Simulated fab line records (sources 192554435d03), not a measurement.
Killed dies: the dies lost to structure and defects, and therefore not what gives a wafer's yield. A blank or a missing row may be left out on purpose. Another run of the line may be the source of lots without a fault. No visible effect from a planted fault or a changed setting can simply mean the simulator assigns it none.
Matching of chambers    flow n5Finfet    N5_FIN_SAQP_SPACER2_ETCHBACK_29 on rieDiel-02: 4 sister chambers
The step etches SiO2 in CHF3/O2, target depth 12.2 nm, time 6.1 s. 4 wafers are shown with their chamber, then 8 later ones without.

## EACH WAFER AND ITS CHAMBER
wafer   chamber  drypumpMotorCurrentA (A)
L083.1  0        6.1
L093.3  1        5.4
L093.5  3        6.4
L093.6  2        5.2

## WAFERS WITHOUT THEIR CHAMBER
wafer   drypumpMotorCurrentA (A)
L094.2  5.5
L094.3  5.2
L094.6  5.2
L095.1  6.4
L095.2  5.5
L097.3  5.2
L097.5  5.5
L097.6  5.2

## WHICH CHAMBER EACH ONE RAN IN
wafer   from the rows above  in truth
L094.2  1                    1
L094.3  2                    2
L094.6  2                    2
L095.1  3                    3
L095.2  1                    1
L097.3  2                    2
L097.5  1                    1
L097.6  2                    2
Correctly placed: 8 of 8. Can't be placed from these rows: 0. Placed wrongly: 0.
How it was worked out, from the rows above alone: a wafer's distance from a chamber is the root of the sum, over the readings, of the square of ((its reading less the chamber's mean) divided by the reading's scatter). If the next closest chamber is less than 2 further off than the closest, the wafer can't be placed; otherwise it belongs to the closest. For every chamber, the mean is computed from those of its wafers that are shown. The scatter: root of mean squared gap, hidden wafer to nearest shown wafer, with one shown wafer a chamber.
